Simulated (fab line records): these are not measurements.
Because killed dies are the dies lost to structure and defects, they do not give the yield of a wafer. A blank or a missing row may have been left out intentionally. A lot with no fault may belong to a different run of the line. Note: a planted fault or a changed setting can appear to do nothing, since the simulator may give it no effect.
Which tool was responsible? ; flow nand harc ; 21 lots with 63 wafers sampled at 6 steps, on a route of 1302 steps

== WHAT THE GAUGES SHOWED, per wafer ==
No reading from a measuring or inspecting step in the record can be judged against a usual standard deviation.

== WHAT TOOL EACH LOT RAN ON (gives the tool, then ch and the chambers of the sampled wafers, and finally the start) ==
lot;NHARC_A_STAIRCASE_TRIM_14;NHARC_A_STAIRCASE_TRIM_18;NHARC_A_STAIRCASE_TRIM_20;NHARC_A_STAIRCASE_TRIM_22;NHARC_A_STAIRCASE_TRIM_198;NHARC_A_STAIRCASE_STRIP_238
L074;rie diel-01 ch 1,2,3, day 16 02:44 or earlier;rie diel-01 ch 0,3, day 16 02:44 or earlier;rie diel-13 ch 1,3, day 16 02:44;rie diel-13 ch 1,2,3, day 16 12:49 or earlier;rie diel-13 ch 1,2,3, day 16 12:49 or earlier;plasma asher-02 ch 0,1, day 16 12:49
L076;rie diel-01 ch 1,3, day 16 07:47 or earlier;rie diel-01 ch 0,3, day 16 07:47 or earlier;rie diel-12 ch 1,3, day 16 07:47;rie diel-12 ch 0,1, day 16 20:07 or earlier;rie diel-01 ch 0,2,3, day 16 20:07 or earlier;plasma asher-01 ch 0,1, day 16 20:07
L075;rie diel-13 ch 2,3, day 16 10:11 or earlier;rie diel-13 ch 0,1, day 16 10:11 or earlier;rie diel-12 ch 1,2,3, day 16 10:11;rie diel-12 ch 0,3, day 16 19:09 or earlier;rie diel-13 ch 2,3, day 16 19:09 or earlier;plasma asher-01 ch 0,1, day 16 19:09
L077;rie diel-12 ch 0,2, day 16 23:32 or earlier;rie diel-12 ch 1,2,3, day 16 23:32 or earlier;rie diel-13 ch 1,2, day 16 23:32;rie diel-13 ch 2,3, day 17 12:04 or earlier;rie diel-12 ch 0,1,2, day 17 12:04 or earlier;plasma asher-02 ch 0,1, day 17 12:04
L079;rie diel-13 ch 0,1,2, day 17 17:35 or earlier;rie diel-13 ch 1,2,3, day 17 17:35 or earlier;rie diel-13 ch 2,3, day 17 17:35;rie diel-13 ch 0,1, day 18 04:56 or earlier;rie diel-13 ch 0,1,2, day 18 04:56 or earlier;plasma asher-02 ch 0,1, day 18 04:56
L078;rie diel-01 ch 1,2,3, day 17 18:29 or earlier;rie diel-01 ch 1,2, day 17 18:29 or earlier;rie diel-12 ch 0,1, day 17 18:29;rie diel-12 ch 0,1,3, day 18 05:05 or earlier;rie diel-01 ch 1,2,3, day 18 05:05 or earlier;plasma asher-01 ch 0,1, day 18 05:05
L081;rie diel-13 ch 0,2,3, day 18 22:09 or earlier;rie diel-13 ch 2,3, day 18 22:09 or earlier;rie diel-01 ch 0,1,3, day 18 22:09;rie diel-01 ch 0,2,3, day 19 06:20 or earlier;rie diel-13 ch 1,2,3, day 19 06:20 or earlier;plasma asher-02 ch 0,1, day 19 06:20
L082;rie diel-01 ch 0,2,3, day 19 05:02 or earlier;rie diel-01 ch 0,1, day 19 05:02 or earlier;rie diel-01 ch 0,2,3, day 19 05:02;rie diel-01 ch 0,1,3, day 19 13:28 or earlier;rie diel-13 ch 0,1,2, day 19 13:28 or earlier;plasma asher-01 ch 0,1, day 19 13:28
L083;rie diel-01 ch 0,2, day 19 17:46 or earlier;rie diel-01 ch 2,3, day 19 17:46 or earlier;rie diel-01 ch 2,3, day 19 17:46;rie diel-01 ch 1,2, day 20 05:14 or earlier;rie diel-12 ch 0,1,2, day 20 05:14 or earlier;plasma asher-02 ch 0,1, day 20 05:14
L084;rie diel-12 ch 0,1,2, day 20 00:40 or earlier;rie diel-12 ch 0,2,3, day 20 00:40 or earlier;rie diel-01 ch 0,2,3, day 20 00:40;rie diel-01 ch 0,1,2, day 20 09:57 or earlier;rie diel-13 ch 0,3, day 20 09:57 or earlier;plasma asher-02 ch 0,1, day 20 09:57
L086;rie diel-01 ch 0,1,3, day 20 03:59 or earlier;rie diel-01 ch 1,2, day 20 03:59 or earlier;rie diel-01 ch 0,3, day 20 03:59;rie diel-01 ch 1,2,3, day 20 13:20 or earlier;rie diel-13 ch 0,2,3, day 20 13:20 or earlier;plasma asher-01 ch 0,1, day 20 13:20
L085;rie diel-12 ch 2,3, day 20 07:08 or earlier;rie diel-12 ch 2,3, day 20 07:08 or earlier;rie diel-13 ch 1,2,3, day 20 07:08;rie diel-13 ch 1,2,3, day 20 16:55 or earlier;rie diel-13 ch 1,2,3, day 20 16:55 or earlier;plasma asher-02 ch 0,1, day 20 16:55
L088;rie diel-13 ch 0,1,2, day 21 19:29 or earlier;rie diel-13 ch 0,1,2, day 21 19:29 or earlier;rie diel-13 ch 0,3, day 21 19:29;rie diel-13 ch 0,2, day 22 04:11 or earlier;rie diel-01 ch 0,1,2, day 22 04:11 or earlier;plasma asher-02 ch 0, day 22 04:11
L090;rie diel-12 ch 0,2,3, day 22 07:11 or earlier;rie diel-12 ch 2,3, day 22 07:11 or earlier;rie diel-12 ch 0,1, day 22 07:11;rie diel-12 ch 1,3, day 22 16:04 or earlier;rie diel-12 ch 1,2, day 22 16:04 or earlier;plasma asher-02 ch 0,1, day 22 16:04
L091;rie diel-13 ch 1,2, day 23 06:05 or earlier;rie diel-13 ch 0,1,3, day 23 06:05 or earlier;rie diel-13 ch 2,3, day 23 06:05;rie diel-13 ch 0,3, day 23 14:34 or earlier;rie diel-01 ch 0,2,3, day 23 14:34 or earlier;plasma asher-02 ch 0,1, day 23 14:34
L092;rie diel-12 ch 0,1, day 23 13:02 or earlier;rie diel-12 ch 0,1,2, day 23 13:02 or earlier;rie diel-13 ch 0,2,3, day 23 13:02;rie diel-13 ch 1,3, day 23 21:46 or earlier;rie diel-12 ch 0,3, day 23 21:46 or earlier;plasma asher-02 ch 0, day 23 21:46
L093;rie diel-01 ch 1,2, day 23 14:13 or earlier;rie diel-01 ch 1,2, day 23 14:13 or earlier;rie diel-13 ch 0,2, day 23 14:13;rie diel-13 ch 2,3, day 24 00:22 or earlier;rie diel-01 ch 0,1, day 24 00:22 or earlier;plasma asher-01 ch 0,1, day 24 00:22
L094;rie diel-01 ch 0,1,2, day 23 21:34 or earlier;rie diel-01 ch 1,2,3, day 23 21:34 or earlier;rie diel-13 ch 0,3, day 23 21:34;rie diel-13 ch 1,3, day 24 07:31 or earlier;rie diel-13 ch 0,1,3, day 24 07:31 or earlier;plasma asher-02 ch 0,1, day 24 07:31
L095;rie diel-12 ch 0,1,3, day 24 17:35 or earlier;rie diel-12 ch 0,1,2, day 24 17:35 or earlier;rie diel-12 ch 0,2,3, day 24 17:35;rie diel-12 ch 1,2,3, day 25 03:09 or earlier;rie diel-13 ch 0,1,3, day 25 03:09 or earlier;plasma asher-01 ch 0,1, day 25 03:09
L096;rie diel-13 ch 0,1,2, day 25 09:01 or earlier;rie diel-13 ch 0,2,3, day 25 09:01 or earlier;rie diel-12 ch 1,2,3, day 25 09:01;rie diel-12 ch 0,1,3, day 25 19:10 or earlier;rie diel-13 ch 1,2,3, day 25 19:10 or earlier;plasma asher-02 ch 0,1, day 25 19:10
L097;rie diel-01 ch 0,1,3, day 25 09:23 or earlier;rie diel-01 ch 1,2, day 25 09:23 or earlier;rie diel-01 ch 1,2, day 25 09:23;rie diel-01 ch 0,2,3, day 25 17:55 or earlier;rie diel-01 ch 1,2,3, day 25 17:55 or earlier;plasma asher-02 ch 0,1, day 25 17:55
- NHARC_A_STAIRCASE_TRIM_14: chemistry O2, time 211.2 s.
- NHARC_A_STAIRCASE_TRIM_18: chemistry O2, time 211.2 s.
- NHARC_A_STAIRCASE_TRIM_20: chemistry O2, time 211.2 s.
- NHARC_A_STAIRCASE_TRIM_22: chemistry O2, time 211.2 s.
- NHARC_A_STAIRCASE_TRIM_198: chemistry O2, time 211.2 s.
- NHARC_A_STAIRCASE_STRIP_238: strips in O2.

== WHAT THE TOOLS THEMSELVES READ (means of the sampled wafers that have a number; where no wafer has one, the mark that the record gives instead) ==
NHARC_A_STAIRCASE_TRIM_14. Usual: drypump motor current A 5.7 A, standard deviation 0.34; oes product au 0.998 a.u., standard deviation 0.0078; rf vpp V 57.8 V, standard deviation 0.95; showerhead plenum p Torr 3.55 Torr, standard deviation 0.16; throttle valve pct 17.037 %, standard deviation 0.0092.
lot;tool;drypump motor current A (A);oes product au (a.u.);rf vpp V (V);showerhead plenum p Torr (Torr);throttle valve pct (%);flag
L074;rie diel-01;5.8;1.000;57.6;3.58;17.038;
L076;rie diel-01;5.5;1.012;57.7;3.65;17.040;
L075;rie diel-13;5.9;0.994;57.3;3.50;17.043;
L077;rie diel-12;5.8;1.002;57.7;3.38;17.035;
L079;rie diel-13;5.9;0.992;58.3;3.62;17.044;
L078;rie diel-01;5.8;0.998;57.1;3.57;17.030;
L081;rie diel-13;6.1;0.985;57.8;3.53;17.041;
L082;rie diel-01;5.8;0.994;57.6;3.46;17.039;
L083;rie diel-01;5.8;0.992;57.3;3.48;17.037;
L084;rie diel-12;5.7;1.002;58.2;3.50;17.033;
L086;rie diel-01;5.6;1.000;57.7;3.52;17.046;
L085;rie diel-12;5.6;0.999;59.0;3.50;17.040;
L088;rie diel-13;5.9;0.999;57.9;3.61;17.040;
L090;rie diel-12;5.5;0.997;57.0;3.49;17.039;
L091;rie diel-13;5.8;0.992;57.7;3.67;17.036;
L092;rie diel-12;5.6;1.002;57.8;3.49;17.045;
L093;rie diel-01;5.9;0.990;57.8;3.61;17.042;
L094;rie diel-01;5.7;0.996;58.2;3.57;17.027;
L095;rie diel-12;5.5;1.006;57.8;3.61;17.031;
L096;rie diel-13;5.9;0.998;58.3;3.59;17.041;
L097;rie diel-01;5.6;1.001;56.8;3.50;17.043;

NHARC_A_STAIRCASE_TRIM_18. Usual: drypump motor current A 5.7 A, standard deviation 0.36; oes product au 0.997 a.u., standard deviation 0.0076; rf vpp V 57.8 V, standard deviation 0.91; showerhead plenum p Torr 3.55 Torr, standard deviation 0.16; throttle valve pct 17.037 %, standard deviation 0.0098.
lot;tool;drypump motor current A (A);oes product au (a.u.);rf vpp V (V);showerhead plenum p Torr (Torr);throttle valve pct (%);flag
L074;rie diel-01;5.7;1.002;58.5;3.43;17.033;
L076;rie diel-01;5.7;0.998;58.2;3.43;17.044;
L075;rie diel-13;6.0;0.992;58.0;3.55;17.028;
L077;rie diel-12;5.5;0.991;58.6;3.63;17.038;
L079;rie diel-13;5.7;0.999;58.0;3.58;17.038;
L078;rie diel-01;5.6;0.993;57.9;3.70;17.036;
L081;rie diel-13;6.0;0.987;57.1;3.61;17.045;
L082;rie diel-01;5.5;0.995;57.7;3.65;17.033;
L083;rie diel-01;6.0;0.995;57.7;3.50;17.039;
L084;rie diel-12;5.5;1.001;57.9;3.50;17.030;
L086;rie diel-01;5.6;0.992;57.0;3.69;17.036;
L085;rie diel-12;5.3;0.998;57.8;3.62;17.032;
L088;rie diel-13;5.9;0.997;58.3;3.61;17.036;
L090;rie diel-12;5.3;1.002;57.7;3.61;17.032;
L091;rie diel-13;5.9;1.001;57.0;3.48;17.029;
L092;rie diel-12;5.7;1.004;57.7;3.49;17.035;
L093;rie diel-01;5.9;0.992;58.0;3.61;17.048;
L094;rie diel-01;5.8;0.993;57.6;3.54;17.044;
L095;rie diel-12;5.7;1.007;57.9;3.48;17.035;
L096;rie diel-13;6.1;0.983;57.3;3.50;17.037;
L097;rie diel-01;5.6;1.006;57.7;3.66;17.034;

NHARC_A_STAIRCASE_TRIM_20. Usual: drypump motor current A 5.7 A, standard deviation 0.35; oes product au 0.997 a.u., standard deviation 0.0085; rf vpp V 57.8 V, standard deviation 0.94; showerhead plenum p Torr 3.54 Torr, standard deviation 0.16; throttle valve pct 17.037 %, standard deviation 0.0099.
lot;tool;drypump motor current A (A);oes product au (a.u.);rf vpp V (V);showerhead plenum p Torr (Torr);throttle valve pct (%);flag
L074;rie diel-13;5.5;1.000;57.3;3.55;17.042;
L076;rie diel-12;5.5;0.988;58.1;3.76;17.033;
L075;rie diel-12;5.5;0.993;58.1;3.64;17.033;
L077;rie diel-13;5.8;0.991;57.9;3.70;17.030;
L079;rie diel-13;5.9;0.994;57.3;3.61;17.045;
L078;rie diel-12;5.6;1.000;58.1;3.51;17.042;
L081;rie diel-01;5.6;0.999;57.9;3.53;17.036;
L082;rie diel-01;5.8;1.001;57.7;3.46;17.041;
L083;rie diel-01;5.9;0.999;57.5;3.43;17.032;
L084;rie diel-01;5.8;0.997;56.7;3.45;17.034;
L086;rie diel-01;5.7;0.995;57.4;3.39;17.037;
L085;rie diel-13;5.7;0.998;58.3;3.56;17.032;
L088;rie diel-13;6.0;0.995;57.3;3.40;17.035;
L090;rie diel-12;5.7;1.007;58.7;3.62;17.034;
L091;rie diel-13;5.9;0.993;57.5;3.59;17.040;
L092;rie diel-13;6.1;0.997;56.8;3.51;17.032;
L093;rie diel-13;6.1;0.997;58.0;3.63;17.033;
L094;rie diel-13;6.0;0.991;57.2;3.39;17.042;
L095;rie diel-12;5.5;1.003;58.0;3.48;17.029;
L096;rie diel-12;5.5;1.006;58.1;3.60;17.032;
L097;rie diel-01;5.9;0.999;58.4;3.60;17.036;

NHARC_A_STAIRCASE_TRIM_22. Usual: drypump motor current A 5.7 A, standard deviation 0.37; oes product au 0.997 a.u., standard deviation 0.0082; rf vpp V 57.9 V, standard deviation 0.9; showerhead plenum p Torr 3.55 Torr, standard deviation 0.16; throttle valve pct 17.035 %, standard deviation 0.0094.
lot;tool;drypump motor current A (A);oes product au (a.u.);rf vpp V (V);showerhead plenum p Torr (Torr);throttle valve pct (%);flag
L074;rie diel-13;5.7;1.000;58.3;3.58;17.030;
L076;rie diel-12;5.6;0.994;57.7;3.51;17.031;
L075;rie diel-12;5.2;0.992;58.6;3.64;17.037;
L077;rie diel-13;6.0;1.002;57.8;3.62;17.030;
L079;rie diel-13;5.6;0.995;58.4;3.59;17.030;
L078;rie diel-12;5.4;0.996;57.9;3.63;17.035;
L081;rie diel-01;5.8;0.997;58.3;3.46;17.029;
L082;rie diel-01;5.6;1.005;57.3;3.52;17.033;
L083;rie diel-01;5.6;0.998;58.5;3.69;17.032;
L084;rie diel-01;5.7;1.000;58.3;3.59;17.035;
L086;rie diel-01;5.8;1.006;58.2;3.56;17.038;
L085;rie diel-13;5.7;0.993;58.0;3.56;17.037;
L088;rie diel-13;6.3;0.993;58.6;3.57;17.029;
L090;rie diel-12;5.5;0.995;58.3;3.74;17.027;
L091;rie diel-13;6.2;0.996;57.4;3.44;17.037;
L092;rie diel-13;5.5;1.001;59.1;3.52;17.041;
L093;rie diel-13;5.9;0.990;58.0;3.59;17.038;
L094;rie diel-13;5.5;0.996;57.6;3.52;17.040;
L095;rie diel-12;5.5;0.999;57.1;3.60;17.037;
L096;rie diel-12;5.4;1.010;58.3;3.60;17.031;
L097;rie diel-01;5.8;0.998;57.8;3.43;17.042;

NHARC_A_STAIRCASE_TRIM_198. Usual: drypump motor current A 5.8 A, standard deviation 0.36; oes product au 0.997 a.u., standard deviation 0.0078; rf vpp V 57.6 V, standard deviation 0.82; showerhead plenum p Torr 3.54 Torr, standard deviation 0.15; throttle valve pct 17.036 %, standard deviation 0.0084.
lot;tool;drypump motor current A (A);oes product au (a.u.);rf vpp V (V);showerhead plenum p Torr (Torr);throttle valve pct (%);flag
L074;rie diel-13;5.7;0.999;57.6;3.58;17.040;
L076;rie diel-01;5.8;0.996;57.1;3.47;17.039;
L075;rie diel-13;5.9;1.005;58.4;3.62;17.034;
L077;rie diel-12;5.7;0.998;57.4;3.51;17.033;
L079;rie diel-13;5.9;0.993;58.0;3.62;17.042;
L078;rie diel-01;5.8;1.003;57.4;3.57;17.031;
L081;rie diel-13;5.8;0.993;57.6;3.57;17.030;
L082;rie diel-13;5.9;0.996;57.8;3.62;17.032;
L083;rie diel-12;5.8;1.003;57.4;3.50;17.031;
L084;rie diel-13;6.2;0.991;57.0;3.45;17.034;
L086;rie diel-13;6.1;1.000;57.6;3.52;17.037;
L085;rie diel-13;5.7;1.004;58.4;3.56;17.040;
L088;rie diel-01;5.7;0.993;57.5;3.58;17.029;
L090;rie diel-12;5.8;0.998;57.4;3.49;17.037;
L091;rie diel-01;5.8;1.000;56.9;3.44;17.040;
L092;rie diel-12;5.4;1.005;57.6;3.49;17.031;
L093;rie diel-01;5.5;0.994;57.4;3.53;17.033;
L094;rie diel-13;5.9;0.999;57.4;3.48;17.044;
L095;rie diel-13;5.9;1.003;57.3;3.47;17.033;
L096;rie diel-13;5.7;0.987;57.8;3.54;17.040;
L097;rie diel-01;5.8;1.003;58.4;3.53;17.035;

NHARC_A_STAIRCASE_STRIP_238. Usual: drypump motor current A 5.9 A, standard deviation 0.42; heater power w 346 W, standard deviation 33.
lot;tool;drypump motor current A (A);heater power w (W);flag
L074;plasma asher-02;6.0;378;
L076;plasma asher-01;5.6;324;
L075;plasma asher-01;5.6;317;
L077;plasma asher-02;6.0;374;
L079;plasma asher-02;5.9;358;
L078;plasma asher-01;5.6;319;
L081;plasma asher-02;5.9;363;
L082;plasma asher-01;6.0;302;
L083;plasma asher-02;6.0;370;
L084;plasma asher-02;6.0;365;
L086;plasma asher-01;6.0;306;
L085;plasma asher-02;6.0;368;
L088;plasma asher-02;6.2;380;
L090;plasma asher-02;5.9;354;
L091;plasma asher-02;6.0;369;
L092;plasma asher-02;6.2;378;
L093;plasma asher-01;6.0;310;
L094;plasma asher-02;5.9;361;
L095;plasma asher-01;5.6;343;
L096;plasma asher-02;6.0;370;
L097;plasma asher-02;6.0;364;

== THE ANSWER, worked out from the rows above alone ==
Rule: a lot counts as off when the mean over its wafers that have a number is more than 3 standard deviations away from the usual mean. A lot without any number at a reading at which 4 lots or more have one is off too. Any other lot the step has rows for is counted as sound. Order of review: gauges by route order, followed by the tools' own readings, for which a lot's mean as printed above is used. The first step at which some lot is off is used, and at that step the reading that is off furthest; a lot without a number counts as furthest.
None of the lots is off at any reading shown; this tells nothing.

== WHAT THE SIMULATOR HAD INSERTED ==
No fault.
